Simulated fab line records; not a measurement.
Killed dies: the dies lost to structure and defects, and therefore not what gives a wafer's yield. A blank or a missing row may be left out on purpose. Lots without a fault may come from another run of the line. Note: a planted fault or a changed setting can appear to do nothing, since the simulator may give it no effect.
Tool commonality check || flow nand harc || Sample size 4 lots and 12 wafers

REASON FOR OPENING
At NHARC_END_SORT_01 the reading sort_bin_2_pct is flagged on 3 of 4 lots. Fault-free wafers read 1.3 %, with a standard deviation of 0.56.
Rule: flag the lot when none of its wafers has a number, or when each of its wafers that has one lies beyond 4 standard deviations from that mean. The rest of the lots are taken to be sound.

{"lot": "L447", "measured": "day 21 02:35", "on": "prober-02", "sort_bin_2_pct (%), wafer by wafer": "1.6 1.9 1.8", "flag": ""}
{"lot": "L450", "measured": "day 21 09:37", "on": "prober-02", "sort_bin_2_pct (%), wafer by wafer": "95.9 97.3 96.2", "flag": "FLAGGED"}
{"lot": "L449", "measured": "day 21 09:38", "on": "prober-01", "sort_bin_2_pct (%), wafer by wafer": "97.0 97.2 96.6", "flag": "FLAGGED"}
{"lot": "L451", "measured": "day 22 04:41", "on": "prober-02", "sort_bin_2_pct (%), wafer by wafer": "97.6 97.2 97.2", "flag": "FLAGGED"}
Flagged lots average 96.9 %: +95.6 % relative to the usual, that is +99 or more standard deviations.

WHICH TOOL RAN EACH LOT
Before the reading, the record contains 3 process steps out of a 1159-step route. Read each cell as the tool, then ch plus the chambers that the sampled wafers visited, then the start.
{"lot": "L447", "flag": "", "NHARC_A_M0_CMP_23": "cmp-02 ch 0,1,3, day 19 13:03", "NHARC_A_M0_PRE_CLEAN_31": "pecvd-03 ch 0,2, day 19 13:35", "NHARC_A_M1_ETCH_15": "rie diel-02 ch 1,2,3, day 19 15:17"}
{"lot": "L450", "flag": "FLAGGED", "NHARC_A_M0_CMP_23": "cmp-04 ch 0,1,3, day 19 20:52", "NHARC_A_M0_PRE_CLEAN_31": "pecvd-03 ch 1,2, day 19 21:25", "NHARC_A_M1_ETCH_15": "rie diel-12 ch 1,3, day 19 22:58"}
{"lot": "L449", "flag": "FLAGGED", "NHARC_A_M0_CMP_23": "cmp-01 ch 0,1,2, day 19 20:05", "NHARC_A_M0_PRE_CLEAN_31": "pecvd-03 ch 1,2, day 19 20:34", "NHARC_A_M1_ETCH_15": "rie diel-12 ch 0,2,3, day 19 22:09"}
{"lot": "L451", "flag": "FLAGGED", "NHARC_A_M0_CMP_23": "cmp-01 ch 1,2, day 20 11:39", "NHARC_A_M0_PRE_CLEAN_31": "pecvd-01 ch 1,2, day 20 12:13", "NHARC_A_M1_ETCH_15": "rie diel-12 ch 0,2, day 20 13:53"}
What is done by these steps:
- NHARC_A_M0_CMP_23: polishes, t overpolish 20 s, target thk 113.75 nm.
- NHARC_A_M0_PRE_CLEAN_31: time 12 s.
- NHARC_A_M1_ETCH_15: etches the open film in C4F8/Ar, target depth 182.5 nm, time 91.2 s.
- NHARC_END_SORT_01

FLAGGED AGAINST TOTAL, ONE TOOL AT A TIME (gauges that did the reading follow at the end)
{"step": "NHARC_A_M0_CMP_23", "tool": "cmp-01", "lots run": 2, "flagged": 2, "share of the flagged lots": "some", "sound lots run after its first flagged lot": 0}
{"step": "NHARC_A_M0_CMP_23", "tool": "cmp-02", "lots run": 1, "flagged": 0, "share of the flagged lots": "none", "sound lots run after its first flagged lot": "-"}
{"step": "NHARC_A_M0_CMP_23", "tool": "cmp-04", "lots run": 1, "flagged": 1, "share of the flagged lots": "some", "sound lots run after its first flagged lot": 0}
{"step": "NHARC_A_M0_PRE_CLEAN_31", "tool": "pecvd-01", "lots run": 1, "flagged": 1, "share of the flagged lots": "some", "sound lots run after its first flagged lot": 0}
{"step": "NHARC_A_M0_PRE_CLEAN_31", "tool": "pecvd-03", "lots run": 3, "flagged": 2, "share of the flagged lots": "some", "sound lots run after its first flagged lot": 0}
{"step": "NHARC_A_M1_ETCH_15", "tool": "rie diel-02", "lots run": 1, "flagged": 0, "share of the flagged lots": "none", "sound lots run after its first flagged lot": "-"}
{"step": "NHARC_A_M1_ETCH_15", "tool": "rie diel-12", "lots run": 3, "flagged": 3, "share of the flagged lots": "all", "sound lots run after its first flagged lot": 0}
{"step": "NHARC_END_SORT_01", "tool": "prober-01", "lots run": 1, "flagged": 1, "share of the flagged lots": "some", "sound lots run after its first flagged lot": 0}
{"step": "NHARC_END_SORT_01", "tool": "prober-02", "lots run": 3, "flagged": 2, "share of the flagged lots": "some", "sound lots run after its first flagged lot": 0}

WHAT THE TABLE PERMITS
All flagged lots share 1 row of the table, namely rie diel-12 at NHARC_A_M1_ETCH_15.
- rie diel-12 at NHARC_A_M1_ETCH_15 ran 3 lots, 3 of them flagged. With no sound lot run before its first flagged lot in this sample, there is nothing to narrow down the start.
Left over: one tool, rie diel-12 at NHARC_A_M1_ETCH_15.

WHAT WAS PUT IN BY THE SIMULATOR
Skipped step whole: rie diel-12, from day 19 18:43 on, at NHARC_A_M1_ETCH_15. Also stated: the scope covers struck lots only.
Shown lots that were struck: L450, L449, L451. Same finding as the rule above.
